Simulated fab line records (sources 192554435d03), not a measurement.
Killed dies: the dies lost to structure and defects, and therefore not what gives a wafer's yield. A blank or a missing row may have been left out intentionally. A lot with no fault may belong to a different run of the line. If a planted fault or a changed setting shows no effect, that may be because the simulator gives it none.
Which tool is to blame? / flow n5Finfet / 60 wafers from 20 lots sampled at 5 of the route's 1938 steps

WHAT THE GAUGES SHOWED, per wafer
N5_HKMG_FIN_CD_MEAS_49 targets a cd of 202 nm. Usual: 202.1 nm for cdNm, sd 0.55.
lot=L074; measured=day 3 23:35; on=cdSem-01; cdNm (nm)=202.8 202.6 202.5; flag=
lot=L075; measured=day 4 04:50; on=cdSem-01; cdNm (nm)=203.0 202.2 202.3; flag=
lot=L076; measured=day 4 15:56; on=cdSem-01; cdNm (nm)=202.2 201.9 202.4; flag=
lot=L077; measured=day 4 16:51; on=cdSem-01; cdNm (nm)=201.7 202.1 201.9; flag=
lot=L078; measured=day 5 00:49; on=cdSem-02; cdNm (nm)=201.3 202.3 201.1; flag=
lot=L079; measured=day 5 06:07; on=cdSem-02; cdNm (nm)=201.9 202.5 202.1; flag=
lot=L081; measured=day 5 18:29; on=cdSem-03; cdNm (nm)=202.1 202.3 202.2; flag=
lot=L082; measured=day 5 22:46; on=cdSem-01; cdNm (nm)=202.8 201.7 202.0; flag=
lot=L083; measured=day 6 04:41; on=cdSem-01; cdNm (nm)=201.9 201.7 201.8; flag=
lot=L084; measured=day 6 13:17; on=cdSem-02; cdNm (nm)=201.2 201.8 201.7; flag=
lot=L085; measured=day 6 18:24; on=cdSem-01; cdNm (nm)=202.7 203.1 202.4; flag=
lot=L086; measured=day 6 22:23; on=cdSem-03; cdNm (nm)=202.6 201.9 202.5; flag=
lot=L087; measured=day 7 05:20; on=cdSem-01; cdNm (nm)=202.1 202.2 202.6; flag=
lot=L088; measured=day 7 11:50; on=cdSem-03; cdNm (nm)=202.1 202.6 202.7; flag=
lot=L090; measured=day 7 22:55; on=cdSem-01; cdNm (nm)=201.5 200.9 201.8; flag=
lot=L091; measured=day 8 08:10; on=cdSem-01; cdNm (nm)=202.2 202.2 202.4; flag=
lot=L093; measured=day 8 16:31; on=cdSem-01; cdNm (nm)=202.3 202.8 202.5; flag=
lot=L094; measured=day 8 22:59; on=cdSem-01; cdNm (nm)=202.2 201.9 202.5; flag=
lot=L096; measured=day 9 15:47; on=cdSem-03; cdNm (nm)=201.8 201.1 202.4; flag=
lot=L097; measured=day 9 19:21; on=cdSem-01; cdNm (nm)=200.7 201.1 201.4; flag=

TOOL THAT RAN EACH LOT (tool first, then ch and the chambers of the sampled wafers, then the start)
lot=L074; N5_SD_EPI_P_ETCH_16=rieDiel-06 ch 0,1,2, day 3 06:10; N5_ILD0_CMP_03=cmp-01 ch 1,2,3, day 3 12:40; N5_SDB_CUT_ETCH_26=rieSi-03 ch 2,3, day 3 18:49; N5_SDB_CMP_30=cmp-03 ch 1,2,3, day 3 21:50
lot=L075; N5_SD_EPI_P_ETCH_16=rieDiel-05 ch 0,2,3, day 3 12:17; N5_ILD0_CMP_03=cmp-04 ch 0,2,3, day 3 18:34; N5_SDB_CUT_ETCH_26=rieSi-03 ch 1,2,3, day 3 23:30; N5_SDB_CMP_30=cmp-02 ch 0,1,3, day 4 02:56
lot=L076; N5_SD_EPI_P_ETCH_16=rieDiel-05 ch 0,1,2, day 3 22:16; N5_ILD0_CMP_03=cmp-02 ch 0,1, day 4 05:37; N5_SDB_CUT_ETCH_26=rieSi-04 ch 0,2,3, day 4 10:41; N5_SDB_CMP_30=cmp-01 ch 1,2,3, day 4 13:41
lot=L077; N5_SD_EPI_P_ETCH_16=rieDiel-05 ch 0,1,3, day 3 23:50; N5_ILD0_CMP_03=cmp-02 ch 0,2,3, day 4 06:26; N5_SDB_CUT_ETCH_26=rieSi-03 ch 1,2, day 4 11:38; N5_SDB_CMP_30=cmp-02 ch 1,2, day 4 14:33
lot=L078; N5_SD_EPI_P_ETCH_16=rieDiel-06 ch 1,2,3, day 4 06:34; N5_ILD0_CMP_03=cmp-01 ch 0,3, day 4 12:50; N5_SDB_CUT_ETCH_26=rieSi-04 ch 0,2,3, day 4 18:56; N5_SDB_CMP_30=cmp-03 ch 0,2, day 4 22:38
lot=L079; N5_SD_EPI_P_ETCH_16=rieDiel-03 ch 0,3, day 4 13:35; N5_ILD0_CMP_03=cmp-04 ch 2,3, day 4 19:55; N5_SDB_CUT_ETCH_26=rieSi-04 ch 0,1, day 5 01:20; N5_SDB_CMP_30=cmp-02 ch 2,3, day 5 04:15
lot=L081; N5_SD_EPI_P_ETCH_16=rieDiel-05 ch 0,3, day 5 01:35; N5_ILD0_CMP_03=cmp-02 ch 0,2,3, day 5 07:58; N5_SDB_CUT_ETCH_26=rieSi-01 ch 0,3, day 5 13:24; N5_SDB_CMP_30=cmp-01 ch 1,3, day 5 16:21
lot=L082; N5_SD_EPI_P_ETCH_16=rieDiel-03 ch 1,2,3, day 5 05:26; N5_ILD0_CMP_03=cmp-01 ch 1,3, day 5 12:34; N5_SDB_CUT_ETCH_26=rieSi-03 ch 1,2,3, day 5 17:43; N5_SDB_CMP_30=cmp-03 ch 1,2,3, day 5 20:56
lot=L083; N5_SD_EPI_P_ETCH_16=rieDiel-05 ch 1,2, day 5 12:10; N5_ILD0_CMP_03=cmp-01 ch 0,1,3, day 5 18:44; N5_SDB_CUT_ETCH_26=rieSi-03 ch 1,2, day 5 23:55; N5_SDB_CMP_30=cmp-03 ch 1,3, day 6 02:52
lot=L084; N5_SD_EPI_P_ETCH_16=rieDiel-06 ch 0,1,3, day 5 20:10; N5_ILD0_CMP_03=cmp-04 ch 1,2,3, day 6 02:28; N5_SDB_CUT_ETCH_26=rieSi-04 ch 0,2,3, day 6 07:28; N5_SDB_CMP_30=cmp-02 ch 0,1,2, day 6 11:10
lot=L085; N5_SD_EPI_P_ETCH_16=rieDiel-05 ch 1,2,3, day 6 01:12; N5_ILD0_CMP_03=cmp-04 ch 1,2,3, day 6 08:18; N5_SDB_CUT_ETCH_26=rieSi-01 ch 0,3, day 6 13:37; N5_SDB_CMP_30=cmp-03 ch 1,2,3, day 6 16:32
lot=L086; N5_SD_EPI_P_ETCH_16=rieDiel-05 ch 0,1,3, day 6 06:08; N5_ILD0_CMP_03=cmp-01 ch 0,2,3, day 6 12:38; N5_SDB_CUT_ETCH_26=rieSi-03 ch 1,2, day 6 17:32; N5_SDB_CMP_30=cmp-02 ch 1,2,3, day 6 20:28
lot=L087; N5_SD_EPI_P_ETCH_16=rieDiel-03 ch 0,2,3, day 6 13:08; N5_ILD0_CMP_03=cmp-02 ch 0,1,3, day 6 19:28; N5_SDB_CUT_ETCH_26=rieSi-01 ch 0,2, day 7 00:34; N5_SDB_CMP_30=cmp-03 ch 0,3, day 7 03:29
lot=L088; N5_SD_EPI_P_ETCH_16=rieDiel-03 ch 1,2,3, day 6 18:36; N5_ILD0_CMP_03=cmp-04 ch 0,1,2, day 7 01:10; N5_SDB_CUT_ETCH_26=rieSi-04 ch 0,2,3, day 7 06:37; N5_SDB_CMP_30=cmp-02 ch 0,1,3, day 7 09:40
lot=L090; N5_SD_EPI_P_ETCH_16=rieDiel-05 ch 0,1, day 7 06:25; N5_ILD0_CMP_03=cmp-01 ch 0,2, day 7 12:43; N5_SDB_CUT_ETCH_26=rieSi-01 ch 0,1,3, day 7 17:47; N5_SDB_CMP_30=cmp-03 ch 2,3, day 7 21:01
lot=L091; N5_SD_EPI_P_ETCH_16=rieDiel-03 ch 0,1, day 7 16:10; N5_ILD0_CMP_03=cmp-01 ch 0,2,3, day 7 22:28; N5_SDB_CUT_ETCH_26=rieSi-03 ch 0,1, day 8 03:23; N5_SDB_CMP_30=cmp-01 ch 0,2, day 8 06:19
lot=L093; N5_SD_EPI_P_ETCH_16=rieDiel-06 ch 2,3, day 8 00:11; N5_ILD0_CMP_03=cmp-04 ch 0,2, day 8 06:38; N5_SDB_CUT_ETCH_26=rieSi-03 ch 1,2,3, day 8 11:49; N5_SDB_CMP_30=cmp-01 ch 2,3, day 8 14:44
lot=L094; N5_SD_EPI_P_ETCH_16=rieDiel-06 ch 1,2,3, day 8 05:01; N5_ILD0_CMP_03=cmp-02 ch 0,1,2, day 8 11:33; N5_SDB_CUT_ETCH_26=rieSi-03 ch 1,2,3, day 8 17:39; N5_SDB_CMP_30=cmp-01 ch 0,1,2, day 8 21:16
lot=L096; N5_SD_EPI_P_ETCH_16=rieDiel-05 ch 2,3, day 8 23:03; N5_ILD0_CMP_03=cmp-02 ch 0,1,3, day 9 05:59; N5_SDB_CUT_ETCH_26=rieSi-01 ch 0,2,3, day 9 11:00; N5_SDB_CMP_30=cmp-01 ch 0,2, day 9 13:57
lot=L097; N5_SD_EPI_P_ETCH_16=rieDiel-06 ch 0,2,3, day 9 01:58; N5_ILD0_CMP_03=cmp-04 ch 1,3, day 9 09:29; N5_SDB_CUT_ETCH_26=rieSi-03 ch 0,1,2, day 9 14:34; N5_SDB_CMP_30=cmp-01 ch 0,2,3, day 9 17:29
- N5_SD_EPI_P_ETCH_16: etches SiO2 in CHF3/O2, target depth 5 nm.
- N5_ILD0_CMP_03: polishes, stops on SiNx, t overpolish 1.9 s, target thk 197.38 nm.
- N5_SDB_CUT_ETCH_26: etches Si in HBr/Cl2/O2, target depth 129.6 nm, bt time 20 s, time 51.8 s.
- N5_SDB_CMP_30: polishes, stops on poly-Si, t overpolish 1.54 s, target thk 30 nm.

WHAT THE TOOLS THEMSELVES READ (means of the sampled wafers that have a number; where no wafer has one, the mark that the record gives instead)
N5_SD_EPI_P_ETCH_16. Usual: O2_flow_sccm 5.001 sccm, standard deviation 0.015; drypumpMotorCurrentA 5.5 A, standard deviation 0.44; oesProductAu 0.77 a.u., standard deviation 0.07; rfFwdPowerW 642.7 W, standard deviation 2.7; rfVppV 523 V, standard deviation 5.5; showerheadPlenumPTorr 2.41 Torr, standard deviation 0.074; throttleValvePct 18.95 %, standard deviation 0.2.
lot=L074; tool=rieDiel-06; O2_flow_sccm (sccm)=5.020; drypumpMotorCurrentA (A)=5.5; oesProductAu (a.u.)=0.84; rfFwdPowerW (W)=644.1; rfVppV (V)=524; showerheadPlenumPTorr (Torr)=2.38; throttleValvePct (%)=19.05; flag=
lot=L075; tool=rieDiel-05; O2_flow_sccm (sccm)=5.012; drypumpMotorCurrentA (A)=5.6; oesProductAu (a.u.)=0.77; rfFwdPowerW (W)=642.4; rfVppV (V)=522; showerheadPlenumPTorr (Torr)=2.45; throttleValvePct (%)=18.90; flag=
lot=L076; tool=rieDiel-05; O2_flow_sccm (sccm)=4.996; drypumpMotorCurrentA (A)=5.6; oesProductAu (a.u.)=0.74; rfFwdPowerW (W)=641.6; rfVppV (V)=521; showerheadPlenumPTorr (Torr)=2.37; throttleValvePct (%)=19.03; flag=
lot=L077; tool=rieDiel-05; O2_flow_sccm (sccm)=5.002; drypumpMotorCurrentA (A)=5.4; oesProductAu (a.u.)=0.76; rfFwdPowerW (W)=644.2; rfVppV (V)=521; showerheadPlenumPTorr (Torr)=2.41; throttleValvePct (%)=18.92; flag=
lot=L078; tool=rieDiel-06; O2_flow_sccm (sccm)=5.009; drypumpMotorCurrentA (A)=5.9; oesProductAu (a.u.)=0.88; rfFwdPowerW (W)=641.4; rfVppV (V)=528; showerheadPlenumPTorr (Torr)=2.42; throttleValvePct (%)=18.92; flag=
lot=L079; tool=rieDiel-03; O2_flow_sccm (sccm)=4.995; drypumpMotorCurrentA (A)=5.2; oesProductAu (a.u.)=0.82; rfFwdPowerW (W)=642.6; rfVppV (V)=522; showerheadPlenumPTorr (Torr)=2.47; throttleValvePct (%)=18.79; flag=
lot=L081; tool=rieDiel-05; O2_flow_sccm (sccm)=5.008; drypumpMotorCurrentA (A)=5.3; oesProductAu (a.u.)=0.78; rfFwdPowerW (W)=644.1; rfVppV (V)=519; showerheadPlenumPTorr (Torr)=2.46; throttleValvePct (%)=18.75; flag=
lot=L082; tool=rieDiel-03; O2_flow_sccm (sccm)=4.997; drypumpMotorCurrentA (A)=5.0; oesProductAu (a.u.)=0.77; rfFwdPowerW (W)=642.8; rfVppV (V)=520; showerheadPlenumPTorr (Torr)=2.45; throttleValvePct (%)=18.82; flag=
lot=L083; tool=rieDiel-05; O2_flow_sccm (sccm)=5.001; drypumpMotorCurrentA (A)=5.7; oesProductAu (a.u.)=0.71; rfFwdPowerW (W)=642.3; rfVppV (V)=524; showerheadPlenumPTorr (Torr)=2.31; throttleValvePct (%)=19.23; flag=
lot=L084; tool=rieDiel-06; O2_flow_sccm (sccm)=4.990; drypumpMotorCurrentA (A)=5.9; oesProductAu (a.u.)=0.87; rfFwdPowerW (W)=644.0; rfVppV (V)=525; showerheadPlenumPTorr (Torr)=2.42; throttleValvePct (%)=18.89; flag=
lot=L085; tool=rieDiel-05; O2_flow_sccm (sccm)=5.016; drypumpMotorCurrentA (A)=5.7; oesProductAu (a.u.)=0.73; rfFwdPowerW (W)=644.3; rfVppV (V)=524; showerheadPlenumPTorr (Torr)=2.39; throttleValvePct (%)=19.10; flag=
lot=L086; tool=rieDiel-05; O2_flow_sccm (sccm)=5.015; drypumpMotorCurrentA (A)=5.4; oesProductAu (a.u.)=0.75; rfFwdPowerW (W)=644.5; rfVppV (V)=522; showerheadPlenumPTorr (Torr)=2.41; throttleValvePct (%)=18.96; flag=
lot=L087; tool=rieDiel-03; O2_flow_sccm (sccm)=4.995; drypumpMotorCurrentA (A)=5.1; oesProductAu (a.u.)=0.75; rfFwdPowerW (W)=643.3; rfVppV (V)=524; showerheadPlenumPTorr (Torr)=2.44; throttleValvePct (%)=18.81; flag=
lot=L088; tool=rieDiel-03; O2_flow_sccm (sccm)=4.989; drypumpMotorCurrentA (A)=5.0; oesProductAu (a.u.)=0.76; rfFwdPowerW (W)=641.0; rfVppV (V)=520; showerheadPlenumPTorr (Torr)=2.44; throttleValvePct (%)=18.84; flag=
lot=L090; tool=rieDiel-05; O2_flow_sccm (sccm)=5.012; drypumpMotorCurrentA (A)=5.5; oesProductAu (a.u.)=0.72; rfFwdPowerW (W)=642.6; rfVppV (V)=522; showerheadPlenumPTorr (Torr)=2.33; throttleValvePct (%)=19.09; flag=
lot=L091; tool=rieDiel-03; O2_flow_sccm (sccm)=5.012; drypumpMotorCurrentA (A)=5.3; oesProductAu (a.u.)=0.71; rfFwdPowerW (W)=642.5; rfVppV (V)=529; showerheadPlenumPTorr (Torr)=2.49; throttleValvePct (%)=18.90; flag=
lot=L093; tool=rieDiel-06; O2_flow_sccm (sccm)=4.999; drypumpMotorCurrentA (A)=6.4; oesProductAu (a.u.)=0.85; rfFwdPowerW (W)=642.5; rfVppV (V)=527; showerheadPlenumPTorr (Torr)=2.42; throttleValvePct (%)=18.89; flag=
lot=L094; tool=rieDiel-06; O2_flow_sccm (sccm)=4.995; drypumpMotorCurrentA (A)=5.9; oesProductAu (a.u.)=0.83; rfFwdPowerW (W)=645.6; rfVppV (V)=529; showerheadPlenumPTorr (Torr)=2.41; throttleValvePct (%)=18.98; flag=
lot=L096; tool=rieDiel-05; O2_flow_sccm (sccm)=4.990; drypumpMotorCurrentA (A)=5.8; oesProductAu (a.u.)=0.71; rfFwdPowerW (W)=641.7; rfVppV (V)=522; showerheadPlenumPTorr (Torr)=2.42; throttleValvePct (%)=19.11; flag=
lot=L097; tool=rieDiel-06; O2_flow_sccm (sccm)=5.009; drypumpMotorCurrentA (A)=6.0; oesProductAu (a.u.)=0.79; rfFwdPowerW (W)=644.3; rfVppV (V)=523; showerheadPlenumPTorr (Torr)=2.37; throttleValvePct (%)=19.04; flag=

N5_ILD0_CMP_03. Usual: headPressurePsi 4.150 psi, standard deviation 0.0091; motorCurrentA 12.9 A, standard deviation 1.5; overpolishRunS 1.899 s, standard deviation 0.0087; platenRpm 51.79 rpm, standard deviation 0.035; slurryFilterDpKPa 13.50 kPa, standard deviation 0.13; timeToEndpointS 72 s, standard deviation 4.7.
lot=L074; tool=cmp-01; headPressurePsi (psi)=4.153; motorCurrentA (A)=12.8; overpolishRunS (s)=1.901; platenRpm (rpm)=51.82; slurryFilterDpKPa (kPa)=13.55; timeToEndpointS (s)=68; flag=
lot=L075; tool=cmp-04; headPressurePsi (psi)=4.142; motorCurrentA (A)=12.3; overpolishRunS (s)=1.902; platenRpm (rpm)=51.81; slurryFilterDpKPa (kPa)=13.49; timeToEndpointS (s)=72; flag=
lot=L076; tool=cmp-02; headPressurePsi (psi)=4.162; motorCurrentA (A)=12.6; overpolishRunS (s)=1.904; platenRpm (rpm)=51.81; slurryFilterDpKPa (kPa)=13.48; timeToEndpointS (s)=66; flag=
lot=L077; tool=cmp-02; headPressurePsi (psi)=4.155; motorCurrentA (A)=11.5; overpolishRunS (s)=1.896; platenRpm (rpm)=51.79; slurryFilterDpKPa (kPa)=13.53; timeToEndpointS (s)=63; flag=
lot=L078; tool=cmp-01; headPressurePsi (psi)=4.153; motorCurrentA (A)=13.5; overpolishRunS (s)=1.908; platenRpm (rpm)=51.78; slurryFilterDpKPa (kPa)=13.38; timeToEndpointS (s)=68; flag=
lot=L079; tool=cmp-04; headPressurePsi (psi)=4.158; motorCurrentA (A)=11.8; overpolishRunS (s)=1.898; platenRpm (rpm)=51.77; slurryFilterDpKPa (kPa)=13.60; timeToEndpointS (s)=73; flag=
lot=L081; tool=cmp-02; headPressurePsi (psi)=4.154; motorCurrentA (A)=11.5; overpolishRunS (s)=1.888; platenRpm (rpm)=51.79; slurryFilterDpKPa (kPa)=13.51; timeToEndpointS (s)=65; flag=
lot=L082; tool=cmp-01; headPressurePsi (psi)=4.147; motorCurrentA (A)=12.1; overpolishRunS (s)=1.898; platenRpm (rpm)=51.80; slurryFilterDpKPa (kPa)=13.55; timeToEndpointS (s)=70; flag=
lot=L083; tool=cmp-01; headPressurePsi (psi)=4.155; motorCurrentA (A)=12.5; overpolishRunS (s)=1.898; platenRpm (rpm)=51.80; slurryFilterDpKPa (kPa)=13.51; timeToEndpointS (s)=69; flag=
lot=L084; tool=cmp-04; headPressurePsi (psi)=4.150; motorCurrentA (A)=12.5; overpolishRunS (s)=1.897; platenRpm (rpm)=51.78; slurryFilterDpKPa (kPa)=13.49; timeToEndpointS (s)=77; flag=
lot=L085; tool=cmp-04; headPressurePsi (psi)=4.138; motorCurrentA (A)=12.7; overpolishRunS (s)=1.896; platenRpm (rpm)=51.80; slurryFilterDpKPa (kPa)=13.53; timeToEndpointS (s)=74; flag=
lot=L086; tool=cmp-01; headPressurePsi (psi)=4.159; motorCurrentA (A)=13.9; overpolishRunS (s)=1.904; platenRpm (rpm)=51.79; slurryFilterDpKPa (kPa)=13.43; timeToEndpointS (s)=77; flag=
lot=L087; tool=cmp-02; headPressurePsi (psi)=4.149; motorCurrentA (A)=13.3; overpolishRunS (s)=1.898; platenRpm (rpm)=51.77; slurryFilterDpKPa (kPa)=13.68; timeToEndpointS (s)=69; flag=
lot=L088; tool=cmp-04; headPressurePsi (psi)=4.145; motorCurrentA (A)=13.2; overpolishRunS (s)=1.898; platenRpm (rpm)=51.80; slurryFilterDpKPa (kPa)=13.50; timeToEndpointS (s)=80; flag=
lot=L090; tool=cmp-01; headPressurePsi (psi)=4.143; motorCurrentA (A)=14.7; overpolishRunS (s)=1.901; platenRpm (rpm)=51.79; slurryFilterDpKPa (kPa)=13.41; timeToEndpointS (s)=74; flag=
lot=L091; tool=cmp-01; headPressurePsi (psi)=4.149; motorCurrentA (A)=14.0; overpolishRunS (s)=1.896; platenRpm (rpm)=51.79; slurryFilterDpKPa (kPa)=13.38; timeToEndpointS (s)=76; flag=
lot=L093; tool=cmp-04; headPressurePsi (psi)=4.160; motorCurrentA (A)=13.2; overpolishRunS (s)=1.899; platenRpm (rpm)=51.76; slurryFilterDpKPa (kPa)=13.36; timeToEndpointS (s)=78; flag=
lot=L094; tool=cmp-02; headPressurePsi (psi)=4.150; motorCurrentA (A)=12.1; overpolishRunS (s)=1.899; platenRpm (rpm)=51.85; slurryFilterDpKPa (kPa)=13.44; timeToEndpointS (s)=73; flag=
lot=L096; tool=cmp-02; headPressurePsi (psi)=4.149; motorCurrentA (A)=12.5; overpolishRunS (s)=1.902; platenRpm (rpm)=51.79; slurryFilterDpKPa (kPa)=13.39; timeToEndpointS (s)=74; flag=
lot=L097; tool=cmp-04; headPressurePsi (psi)=4.155; motorCurrentA (A)=12.0; overpolishRunS (s)=1.905; platenRpm (rpm)=51.79; slurryFilterDpKPa (kPa)=13.49; timeToEndpointS (s)=76; flag=

N5_SDB_CUT_ETCH_26. Usual: O2_flow_sccm 12.00 sccm, standard deviation 0.037; drypumpMotorCurrentA 5.6 A, standard deviation 0.38; oesProductAu 0.998 a.u., standard deviation 0.013; throttleValvePct 37.36 %, standard deviation 0.28.
lot=L074; tool=rieSi-03; O2_flow_sccm (sccm)=11.98; drypumpMotorCurrentA (A)=5.7; oesProductAu (a.u.)=0.992; throttleValvePct (%)=37.53; flag=
lot=L075; tool=rieSi-03; O2_flow_sccm (sccm)=12.02; drypumpMotorCurrentA (A)=5.7; oesProductAu (a.u.)=0.993; throttleValvePct (%)=37.51; flag=
lot=L076; tool=rieSi-04; O2_flow_sccm (sccm)=12.00; drypumpMotorCurrentA (A)=6.0; oesProductAu (a.u.)=0.997; throttleValvePct (%)=37.22; flag=
lot=L077; tool=rieSi-03; O2_flow_sccm (sccm)=11.99; drypumpMotorCurrentA (A)=5.8; oesProductAu (a.u.)=0.993; throttleValvePct (%)=37.48; flag=
lot=L078; tool=rieSi-04; O2_flow_sccm (sccm)=11.98; drypumpMotorCurrentA (A)=6.0; oesProductAu (a.u.)=0.993; throttleValvePct (%)=37.22; flag=
lot=L079; tool=rieSi-04; O2_flow_sccm (sccm)=11.99; drypumpMotorCurrentA (A)=5.8; oesProductAu (a.u.)=1.002; throttleValvePct (%)=37.06; flag=
lot=L081; tool=rieSi-01; O2_flow_sccm (sccm)=11.99; drypumpMotorCurrentA (A)=5.2; oesProductAu (a.u.)=1.017; throttleValvePct (%)=37.30; flag=
lot=L082; tool=rieSi-03; O2_flow_sccm (sccm)=12.00; drypumpMotorCurrentA (A)=5.7; oesProductAu (a.u.)=0.992; throttleValvePct (%)=37.53; flag=
lot=L083; tool=rieSi-03; O2_flow_sccm (sccm)=12.03; drypumpMotorCurrentA (A)=5.8; oesProductAu (a.u.)=0.990; throttleValvePct (%)=37.46; flag=
lot=L084; tool=rieSi-04; O2_flow_sccm (sccm)=12.00; drypumpMotorCurrentA (A)=6.0; oesProductAu (a.u.)=0.996; throttleValvePct (%)=37.22; flag=
lot=L085; tool=rieSi-01; O2_flow_sccm (sccm)=11.98; drypumpMotorCurrentA (A)=5.3; oesProductAu (a.u.)=1.022; throttleValvePct (%)=37.31; flag=
lot=L086; tool=rieSi-03; O2_flow_sccm (sccm)=12.02; drypumpMotorCurrentA (A)=5.8; oesProductAu (a.u.)=0.989; throttleValvePct (%)=37.46; flag=
lot=L087; tool=rieSi-01; O2_flow_sccm (sccm)=12.01; drypumpMotorCurrentA (A)=5.6; oesProductAu (a.u.)=1.009; throttleValvePct (%)=37.02; flag=
lot=L088; tool=rieSi-04; O2_flow_sccm (sccm)=11.96; drypumpMotorCurrentA (A)=6.0; oesProductAu (a.u.)=0.995; throttleValvePct (%)=37.23; flag=
lot=L090; tool=rieSi-01; O2_flow_sccm (sccm)=11.96; drypumpMotorCurrentA (A)=5.3; oesProductAu (a.u.)=1.006; throttleValvePct (%)=37.41; flag=
lot=L091; tool=rieSi-03; O2_flow_sccm (sccm)=12.00; drypumpMotorCurrentA (A)=5.5; oesProductAu (a.u.)=0.987; throttleValvePct (%)=37.45; flag=
lot=L093; tool=rieSi-03; O2_flow_sccm (sccm)=12.01; drypumpMotorCurrentA (A)=5.7; oesProductAu (a.u.)=0.988; throttleValvePct (%)=37.52; flag=
lot=L094; tool=rieSi-03; O2_flow_sccm (sccm)=12.00; drypumpMotorCurrentA (A)=5.7; oesProductAu (a.u.)=0.993; throttleValvePct (%)=37.52; flag=
lot=L096; tool=rieSi-01; O2_flow_sccm (sccm)=11.99; drypumpMotorCurrentA (A)=5.4; oesProductAu (a.u.)=1.015; throttleValvePct (%)=37.16; flag=
lot=L097; tool=rieSi-03; O2_flow_sccm (sccm)=11.98; drypumpMotorCurrentA (A)=5.5; oesProductAu (a.u.)=0.990; throttleValvePct (%)=37.46; flag=

N5_SDB_CMP_30. Usual: headPressurePsi 4.150 psi, standard deviation 0.0089; motorCurrentA 12.9 A, standard deviation 1.5; overpolishRunS 1.540 s, standard deviation 0.0097; platenRpm 51.80 rpm, standard deviation 0.04; slurryFilterDpKPa 13.51 kPa, standard deviation 0.13; timeToEndpointS 17.2 s, standard deviation 2.2.
lot=L074; tool=cmp-03; headPressurePsi (psi)=4.145; motorCurrentA (A)=12.6; overpolishRunS (s)=1.540; platenRpm (rpm)=51.76; slurryFilterDpKPa (kPa)=13.50; timeToEndpointS (s)=15.8; flag=
lot=L075; tool=cmp-02; headPressurePsi (psi)=4.140; motorCurrentA (A)=12.8; overpolishRunS (s)=1.547; platenRpm (rpm)=51.81; slurryFilterDpKPa (kPa)=13.48; timeToEndpointS (s)=15.6; flag=
lot=L076; tool=cmp-01; headPressurePsi (psi)=4.148; motorCurrentA (A)=12.9; overpolishRunS (s)=1.540; platenRpm (rpm)=51.78; slurryFilterDpKPa (kPa)=13.47; timeToEndpointS (s)=17.6; flag=
lot=L077; tool=cmp-02; headPressurePsi (psi)=4.146; motorCurrentA (A)=13.7; overpolishRunS (s)=1.536; platenRpm (rpm)=51.80; slurryFilterDpKPa (kPa)=13.48; timeToEndpointS (s)=14.1; flag=
lot=L078; tool=cmp-03; headPressurePsi (psi)=4.155; motorCurrentA (A)=13.1; overpolishRunS (s)=1.530; platenRpm (rpm)=51.79; slurryFilterDpKPa (kPa)=13.53; timeToEndpointS (s)=19.8; flag=
lot=L079; tool=cmp-02; headPressurePsi (psi)=4.156; motorCurrentA (A)=11.8; overpolishRunS (s)=1.544; platenRpm (rpm)=51.85; slurryFilterDpKPa (kPa)=13.51; timeToEndpointS (s)=16.6; flag=
lot=L081; tool=cmp-01; headPressurePsi (psi)=4.153; motorCurrentA (A)=12.0; overpolishRunS (s)=1.543; platenRpm (rpm)=51.79; slurryFilterDpKPa (kPa)=13.44; timeToEndpointS (s)=18.8; flag=
lot=L082; tool=cmp-03; headPressurePsi (psi)=4.152; motorCurrentA (A)=13.3; overpolishRunS (s)=1.541; platenRpm (rpm)=51.79; slurryFilterDpKPa (kPa)=13.43; timeToEndpointS (s)=14.8; flag=
lot=L083; tool=cmp-03; headPressurePsi (psi)=4.147; motorCurrentA (A)=12.8; overpolishRunS (s)=1.533; platenRpm (rpm)=51.82; slurryFilterDpKPa (kPa)=13.55; timeToEndpointS (s)=17.0; flag=
lot=L084; tool=cmp-02; headPressurePsi (psi)=4.145; motorCurrentA (A)=12.5; overpolishRunS (s)=1.538; platenRpm (rpm)=51.80; slurryFilterDpKPa (kPa)=13.54; timeToEndpointS (s)=17.9; flag=
lot=L085; tool=cmp-03; headPressurePsi (psi)=4.146; motorCurrentA (A)=12.5; overpolishRunS (s)=1.545; platenRpm (rpm)=51.79; slurryFilterDpKPa (kPa)=13.50; timeToEndpointS (s)=15.2; flag=
lot=L086; tool=cmp-02; headPressurePsi (psi)=4.153; motorCurrentA (A)=12.5; overpolishRunS (s)=1.546; platenRpm (rpm)=51.76; slurryFilterDpKPa (kPa)=13.52; timeToEndpointS (s)=15.7; flag=
lot=L087; tool=cmp-03; headPressurePsi (psi)=4.147; motorCurrentA (A)=13.6; overpolishRunS (s)=1.543; platenRpm (rpm)=51.81; slurryFilterDpKPa (kPa)=13.45; timeToEndpointS (s)=15.4; flag=
lot=L088; tool=cmp-02; headPressurePsi (psi)=4.155; motorCurrentA (A)=13.0; overpolishRunS (s)=1.542; platenRpm (rpm)=51.80; slurryFilterDpKPa (kPa)=13.66; timeToEndpointS (s)=17.7; flag=
lot=L090; tool=cmp-03; headPressurePsi (psi)=4.150; motorCurrentA (A)=12.5; overpolishRunS (s)=1.547; platenRpm (rpm)=51.81; slurryFilterDpKPa (kPa)=13.54; timeToEndpointS (s)=16.8; flag=
lot=L091; tool=cmp-01; headPressurePsi (psi)=4.154; motorCurrentA (A)=14.6; overpolishRunS (s)=1.533; platenRpm (rpm)=51.82; slurryFilterDpKPa (kPa)=13.53; timeToEndpointS (s)=18.8; flag=
lot=L093; tool=cmp-01; headPressurePsi (psi)=4.156; motorCurrentA (A)=13.2; overpolishRunS (s)=1.544; platenRpm (rpm)=51.79; slurryFilterDpKPa (kPa)=13.37; timeToEndpointS (s)=18.4; flag=
lot=L094; tool=cmp-01; headPressurePsi (psi)=4.152; motorCurrentA (A)=13.7; overpolishRunS (s)=1.529; platenRpm (rpm)=51.83; slurryFilterDpKPa (kPa)=13.58; timeToEndpointS (s)=21.8; flag=
lot=L096; tool=cmp-01; headPressurePsi (psi)=4.146; motorCurrentA (A)=14.1; overpolishRunS (s)=1.535; platenRpm (rpm)=51.80; slurryFilterDpKPa (kPa)=13.60; timeToEndpointS (s)=19.9; flag=
lot=L097; tool=cmp-01; headPressurePsi (psi)=4.148; motorCurrentA (A)=13.8; overpolishRunS (s)=1.532; platenRpm (rpm)=51.85; slurryFilterDpKPa (kPa)=13.58; timeToEndpointS (s)=19.4; flag=

THE ANSWER, worked out from the rows above alone
Rule: take the mean of a lot's wafers that have a number; if it is more than 3 standard deviations from the usual mean, the lot is off. A lot without any number at a reading at which 4 lots or more have one is off too. Where the step has rows for the other lots, those lots are counted as sound. Order of review: gauges by route order, followed by the tools' own readings, for which a lot's mean as printed above is used. At the first step where some lot is off, the reading lying furthest off is the one used; lots without a number count as furthest.
No lot is off on any of the readings shown, so nothing can be concluded from this.

WHAT HAD BEEN PUT IN BY THE SIMULATOR
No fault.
